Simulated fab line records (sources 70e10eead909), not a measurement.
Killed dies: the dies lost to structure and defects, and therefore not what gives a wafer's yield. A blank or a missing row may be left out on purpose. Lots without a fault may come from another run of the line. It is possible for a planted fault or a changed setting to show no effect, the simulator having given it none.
fab line records    flow nand_harc
record lots=12  wafers=36  last_day=33
route steps=1302 shown A_CHANNEL_HOLE_D2@591 A_CHANNEL_FILL_D2@612
lots untouched by any fault: they come from a run of this same line in which no faults occurred
start_h: start of the lot's first displayed wafer, in hours after the record's first day    wait_h: hours elapsed since this lot's preceding step    " the same as in the row above    L1.1+2: a row that stands for several wafers    - no value, or no start given    * or withheld: withheld    < > ~ a bound
route shown NAME@n: NAME is a module with steps in the file, n the number in the route of the first one    usual: mean/standard deviation of fault-free wafers    same: alike in all rows    chamber/n: place in a boat    sites: the reading at each site    _std_site: standard deviation of those values    _edge_site: outer sites' mean less inner sites'    radius_mm: how far each site lies from the wafer's centre    mask NAME#n: copy n    behind: the most recent tool/chamber to have shaped the wafer    hold: cause of the lot's hold/its duration in hours/its outcome    device: the n, p or np transistor that did not switch    end of line: the same wafers' tests at the end of the route    a step given without rows: its recipe and nothing more    killed: dies that structure and defects cost at the first sort, which is not the same as the wafer's yield    map: a wafer's dies, x killed, . not, _ none there
set.NAME: the setting that was run; set.NAME@STEP: the one run at that earlier step    model.NAME: the simulator's own value behind a step, which no gauge read
route steps across a sampled set of lots; one table per step, one row per wafer
services: when a tool's chamber went out of use (start_h, in hours from the record's first day, below 0 if earlier), for how many hours, and the reason
## steps
# step NHARC_A_CHANNEL_HOLE_D2_ETCH_19
# recipe bias_v=1200  source_w=2500  pressure_mtorr=15  time_s=34.5  ar_flow_sccm=375  c4f8_flow_sccm=28.8  o2_flow_sccm=96.2  temp_c=-20  target_depth_a=*  chemistry=C4F8/O2/Ar
# usual drypump_motor_current_A=5.9/0.61  he_backside_leak_sccm=6.0/0.92  showerhead_plenum_p_Torr=3.75/0.1  throttle_valve_pct=37.038/0.0087
# same time_s=34.5
lot.wafer  tool         chamber  start_h  wait_h  drypump_motor_current_A  he_backside_leak_sccm  rf_hours_counter_h  showerhead_plenum_p_Torr  throttle_valve_pct
L272.1     har_etch-01  0        286.78   0.1     6.0                      6.7                    141                 3.75                      37.057
L272.6     "            0        "        "       6.0                      7.0                    -                   3.75                      37.035
L272.5     "            1        "        "       5.0                      5.3                    -                   3.75                      37.036
L274.1     har_etch-01  0        298.68   0.1     6.0                      6.6                    149                 3.74                      37.046
L274.3     "            0        "        "       6.0                      6.6                    -                   3.74                      37.045
L274.6     "            1        "        "       5.1                      5.9                    -                   3.74                      37.043
L273.3     har_etch-01  0        302.86   2.2     6.0                      6.9                    -                   3.74                      37.034
L273.4     "            1        "        "       5.0                      5.3                    -                   3.74                      37.036
L273.6     "            0        "        "       6.0                      6.6                    -                   3.74                      37.034
L280.3     har_etch-01  0        387.88   4.1     5.9                      7.1                    -                   3.72                      37.028
L280.5     "            1        "        "       5.0                      5.7                    -                   3.72                      37.046
L280.6     "            0        "        "       6.0                      7.1                    -                   3.72                      37.054
L283.2     har_etch-01  1        403.75   2.4     5.0                      5.5                    214                 3.71                      37.025
L283.1     "            0        "        "       6.0                      6.7                    214                 3.71                      37.031
L283.6     "            0        "        "       6.0                      6.7                    -                   3.71                      37.030
L285.1     har_etch-02  0        435.70   0.1     6.1                      5.5                    27                  3.95                      37.033
L285.4     "            1        "        "       6.7                      4.7                    -                   3.68                      37.031
L285.6     "            0        "        "       6.1                      5.4                    -                   3.95                      37.033
L287.3     har_etch-01  1        445.32   0.5     5.0                      6.0                    -                   3.69                      37.033
L287.5     "            1        "        "       5.0                      5.4                    -                   3.69                      37.032
L287.6     "            0        "        "       6.0                      7.2                    -                   3.69                      37.039
L289.1     har_etch-02  1        459.20   0.1     6.8                      4.8                    46                  3.67                      37.036
L289.3     "            0        "        "       6.1                      5.3                    -                   3.94                      37.032
L289.5     "            1        "        "       6.7                      4.7                    -                   3.67                      37.026
L290.4     har_etch-01  0        468.84   0.1     6.0                      7.3                    -                   3.68                      37.034
L290.3     "            1        "        "       5.0                      5.9                    -                   3.68                      37.042
L290.6     "            0        "        "       6.0                      7.4                    -                   3.68                      37.051
L292.2     har_etch-01  0        508.73   2.8     6.0                      7.3                    275                 3.67                      37.036
L292.1     "            1        "        "       5.0                      5.6                    275                 3.67                      37.026
L292.5     "            1        "        "       5.1                      5.6                    -                   3.67                      37.041
L293.4     har_etch-01  0        519.70   0.1     6.0                      7.2                    -                   3.67                      37.042
L293.6     "            0        "        "       6.0                      7.5                    -                   3.67                      37.047
L293.5     "            1        "        "       5.0                      5.9                    -                   3.67                      37.029
L294.2     har_etch-02  1        523.15   2.5     6.8                      5.0                    77                  3.65                      37.046
L294.3     "            0        "        "       6.1                      5.8                    -                   3.92                      37.044
L294.5     "            0        "        "       6.1                      5.6                    -                   3.92                      37.039
# step NHARC_A_CHANNEL_HOLE_D2_ETCH_21
# recipe bias_v=3000  source_w=withheld  pressure_mtorr=20  time_s=514.3  ar_flow_sccm=375  c4f8_flow_sccm=89.3  o2_flow_sccm=35.7  temp_c=-20  target_depth_a=16000  chemistry=C4F8/O2/Ar
# usual drypump_motor_current_A=5.9/0.6  he_backside_leak_sccm=6.0/0.92  showerhead_plenum_p_Torr=3.71/0.1  throttle_valve_pct=32.156/0.0086
# same time_s=514.3
lot.wafer  tool         chamber  start_h  wait_h  drypump_motor_current_A  he_backside_leak_sccm  rf_hours_counter_h  showerhead_plenum_p_Torr  throttle_valve_pct
L272.1     har_etch-01  0        287.20   0.3     6.0                      6.6                    142                 3.71                      32.160
L272.6     "            0        "        "       5.9                      6.7                    -                   3.71                      32.159
L272.5     "            1        "        "       5.0                      5.3                    -                   3.71                      32.146
L274.1     har_etch-01  0        299.16   0.3     6.0                      6.4                    150                 3.70                      32.141
L274.3     "            0        "        "       6.0                      6.9                    -                   3.70                      32.160
L274.6     "            1        "        "       5.0                      5.0                    -                   3.70                      32.167
L273.3     har_etch-01  0        303.40   0.3     6.0                      6.8                    -                   3.70                      32.149
L273.4     "            1        "        "       5.0                      5.1                    -                   3.70                      32.152
L273.6     "            0        "        "       6.0                      6.7                    -                   3.70                      32.157
L280.3     har_etch-01  0        388.47   0.3     6.0                      6.9                    -                   3.67                      32.166
L280.5     "            1        "        "       5.0                      5.4                    -                   3.67                      32.155
L280.6     "            0        "        "       6.0                      6.8                    -                   3.67                      32.162
L283.2     har_etch-01  1        404.17   0.3     5.1                      5.4                    214                 3.67                      32.163
L283.1     "            0        "        "       6.0                      7.0                    214                 3.67                      32.167
L283.6     "            0        "        "       6.0                      6.9                    -                   3.67                      32.138
L285.1     har_etch-02  0        436.18   0.3     6.1                      5.5                    27                  3.90                      32.152
L285.4     "            1        "        "       6.7                      4.8                    -                   3.64                      32.152
L285.6     "            0        "        "       6.1                      5.5                    -                   3.90                      32.156
L287.3     har_etch-01  1        445.86   0.3     5.0                      5.7                    -                   3.65                      32.154
L287.5     "            1        "        "       5.0                      5.9                    -                   3.65                      32.164
L287.6     "            0        "        "       6.0                      7.2                    -                   3.65                      32.142
L289.1     har_etch-02  1        459.63   0.3     6.7                      4.9                    46                  3.63                      32.161
L289.3     "            0        "        "       6.1                      5.6                    -                   3.89                      32.159
L289.5     "            1        "        "       6.7                      5.0                    -                   3.63                      32.146
L290.4     har_etch-01  0        469.38   0.3     5.9                      6.8                    -                   3.64                      32.147
L290.3     "            1        "        "       5.0                      5.8                    -                   3.64                      32.166
L290.6     "            0        "        "       5.9                      7.5                    -                   3.64                      32.148
L292.2     har_etch-01  0        509.16   0.3     6.0                      7.6                    276                 3.63                      32.144
L292.1     "            1        "        "       5.0                      5.7                    276                 3.63                      32.155
L292.5     "            1        "        "       5.0                      5.6                    -                   3.63                      32.144
L293.4     har_etch-01  0        520.24   0.3     6.0                      7.6                    -                   3.63                      32.158
L293.6     "            0        "        "       6.0                      7.4                    -                   3.63                      32.141
L293.5     "            1        "        "       5.0                      5.9                    -                   3.63                      32.160
L294.2     har_etch-02  1        523.57   0.3     6.7                      4.7                    77                  3.61                      32.170
L294.3     "            0        "        "       6.1                      5.0                    -                   3.87                      32.153
L294.5     "            0        "        "       6.1                      5.4                    -                   3.87                      32.154
# step NHARC_A_CHANNEL_FILL_D2_ALD_02
# recipe target_thk_a=60  pulse_time_s=10  ald_cycles=60  temp_c=300  material=SiO2
# usual ald_cycles=60/0  heater_power_outer_w=267/31  heater_power_w=488/44  precursor_pulse_height_rel=0.997/0.019
lot.wafer  tool       chamber  start_h  wait_h  ald_cycles  heater_power_outer_w  heater_power_w  precursor_pulse_height_rel
L272.1     ald_hk-03  1        292.74   -       60          263                   465             0.980
L272.6     "          0        "        "       60          257                   525             0.985
L272.5     "          1        "        "       60          251                   481             1.042
L274.1     ald_hk-02  3        304.71   -       60          268                   464             1.007
L274.3     "          0        "        "       60          292                   543             1.012
L274.6     "          1        "        "       60          248                   441             0.946
L273.3     ald_hk-03  0        308.73   -       60          261                   527             0.980
L273.4     "          2        "        "       60          230                   467             0.973
L273.6     "          0        "        "       60          259                   542             0.999
L280.3     ald_hk-02  0        393.86   -       60          290                   530             1.002
L280.5     "          2        "        "       60          242                   426             0.977
L280.6     "          3        "        "       60          236                   430             1.016
L283.1     ald_hk-03  2        409.64   -       69          222                   452             0.974
L283.2     "          0        "        "       69          254                   512             1.014
L283.6     "          2        "        "       60          221                   451             0.994
L285.1     ald_hk-03  1        441.60   -       69          254                   458             1.011
L285.4     "          0        "        "       60          253                   500             1.007
L285.6     "          1        "        "       60          259                   460             1.011
L287.3     ald_hk-04  2        451.17   -       60          297                   529             0.956
L287.5     "          2        "        "       60          320                   529             0.982
L287.6     "          3        "        "       60          290                   532             1.007
L289.3     ald_hk-02  2        465.21   -       60          239                   423             0.990
L289.1     "          0        "        "       60          297                   530             1.012
L289.5     "          1        "        "       60          233                   430             1.027
L290.4     ald_hk-04  1        474.78   0.1     60          284                   477             1.004
L290.3     "          0        "        "       60          298                   488             1.034
L290.6     "          2        "        "       60          314                   535             1.003
L292.2     ald_hk-02  0        514.63   -       60          293                   534             1.014
L292.1     "          3        "        "       60          244                   446             0.977
L292.5     "          1        "        "       60          227                   433             1.015
L293.4     ald_hk-03  3        525.78   -       60          325                   592             0.989
L293.5     "          0        "        "       60          260                   513             0.965
L293.6     "          1        "        "       60          257                   472             1.002
L294.2     ald_hk-03  1        529.10   -       60          260                   465             0.979
L294.3     "          2        "        "       60          220                   467             0.994
L294.5     "          1        "        "       60          261                   469             1.004
# step NHARC_A_CHANNEL_FILL_D2_ALD_14
# recipe target_thk_a=25  pulse_time_s=10  ald_cycles=25  temp_c=300  material=SiO2
# usual ald_cycles=25/0  heater_power_outer_w=275/31  heater_power_w=495/43  precursor_pulse_height_rel=1.000/0.017
lot.wafer  tool       chamber  start_h  wait_h  ald_cycles  heater_power_outer_w  heater_power_w  precursor_pulse_height_rel
L272.1     ald_hk-02  2        299.69   0.1     25          241                   446             0.982
L272.6     "          0        "        "       25          286                   554             0.998
L272.5     "          1        "        "       25          238                   448             0.995
L274.1     ald_hk-03  2        311.68   0.1     25          225                   450             1.012
L274.3     "          3        "        "       25          300                   536             1.004
L274.6     "          1        "        "       25          258                   457             0.999
L273.3     ald_hk-03  2        315.75   0.0     25          230                   480             1.027
L273.4     "          1        "        "       25          254                   479             1.045
L273.6     "          3        "        "       25          305                   538             1.001
L280.3     ald_hk-02  3        400.79   0.1     25          246                   430             1.011
L280.5     "          2        "        "       25          236                   435             1.000
L280.6     "          3        "        "       25          241                   441             1.011
L283.2     ald_hk-04  3        416.06   0.3     25          285                   516             1.017
L283.1     "          1        "        "       25          287                   459             0.964
L283.6     "          3        "        "       25          285                   531             1.019
L285.1     ald_hk-03  0        448.77   0.2     25          252                   521             1.011
L285.4     "          1        "        "       25          262                   457             0.980
L285.6     "          0        "        "       25          258                   513             1.031
L287.3     ald_hk-03  3        456.24   0.3     25          321                   578             1.019
L287.5     "          3        "        "       25          324                   568             0.980
L287.6     "          0        "        "       25          250                   525             1.013
L289.3     ald_hk-02  0        472.16   0.0     25          287                   522             1.003
L289.1     "          3        "        "       25          246                   435             0.978
L289.5     "          0        "        "       25          295                   531             0.972
L290.4     ald_hk-02  1        481.77   0.0     25          233                   428             1.003
L290.3     "          2        "        "       25          241                   420             1.008
L290.6     "          2        "        "       25          245                   424             1.022
L292.1     ald_hk-04  3        521.60   0.0     25          294                   540             0.979
L292.2     "          2        "        "       25          315                   520             1.047
L292.5     "          0        "        "       25          296                   493             0.983
L293.4     ald_hk-04  0        532.45   0.2     25          294                   492             1.014
L293.5     "          1        "        "       25          283                   477             1.007
L293.6     "          2        "        "       25          314                   521             0.996
L294.3     ald_hk-03  1        536.06   0.1     25          253                   457             0.978
L294.2     "          2        "        "       25          225                   448             0.991
L294.5     "          1        "        "       25          250                   470             0.993
## services
tool         chamber  start_h  hours  kind
ald_hk-02    -        348.00   10.0   pm
ald_hk-02    0        348.00   10.0   vent_cycle
ald_hk-02    1        348.00   10.0   vent_cycle
ald_hk-02    2        348.00   10.0   vent_cycle
ald_hk-02    3        348.00   10.0   vent_cycle
ald_hk-02    0        358.00   -      clean
ald_hk-02    1        358.00   -      clean
ald_hk-02    2        358.00   -      clean
ald_hk-02    3        358.00   -      clean
har_etch-02  -        377.84   17.0   pm
ald_hk-03    -        396.21   10.0   pm
ald_hk-03    0        396.21   10.0   vent_cycle
ald_hk-03    1        396.21   10.0   vent_cycle
ald_hk-03    2        396.21   10.0   vent_cycle
ald_hk-03    3        396.21   10.0   vent_cycle
ald_hk-03    0        406.21   -      clean
ald_hk-03    1        406.21   -      clean
ald_hk-03    2        406.21   -      clean
ald_hk-03    3        406.21   -      clean
ald_hk-04    -        439.13   10.0   pm
ald_hk-02    -        526.00   10.0   pm
ald_hk-02    0        526.00   10.0   vent_cycle
ald_hk-02    1        526.00   10.0   vent_cycle
ald_hk-02    2        526.00   10.0   vent_cycle
## key
first_sign step=NHARC_A_CHANNEL_FILL_D2_ALD_02  reading=ald_cycles  direction=up  sigmas=99+  usual=60  struck=69
effect none on later readings
met_at NHARC_A_CHANNEL_FILL_D2_ALD_02
struck_lots L283,L285
struck_wafers L283.1,L283.2,L285.1
tester_left_out L283,L285
not_acting_at NHARC_A_CHANNEL_HOLE_D2_ETCH_19,NHARC_A_CHANNEL_HOLE_D2_ETCH_21,NHARC_A_CHANNEL_FILL_D2_ALD_14
onset_between 308.73 409.64
fault kind=process_parameter_drift  tool=ald_hk-03  chamber=-  onset_h=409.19  steps=NHARC_A_CHANNEL_FILL_D2_ALD_02  channel=ald_cycles  offset=9  shape=step  end_h=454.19  scope=struck_wafers_only  acts_in=these_recipes_only  stated=60
# tester_left_out: of these lots the tester's yield and bins aren't shown, on N5 and GAA mostly nor the transistor test; their killed dies are dies lost to structure and defects alone, not to doping, threshold or leakage, so they don't give the yield
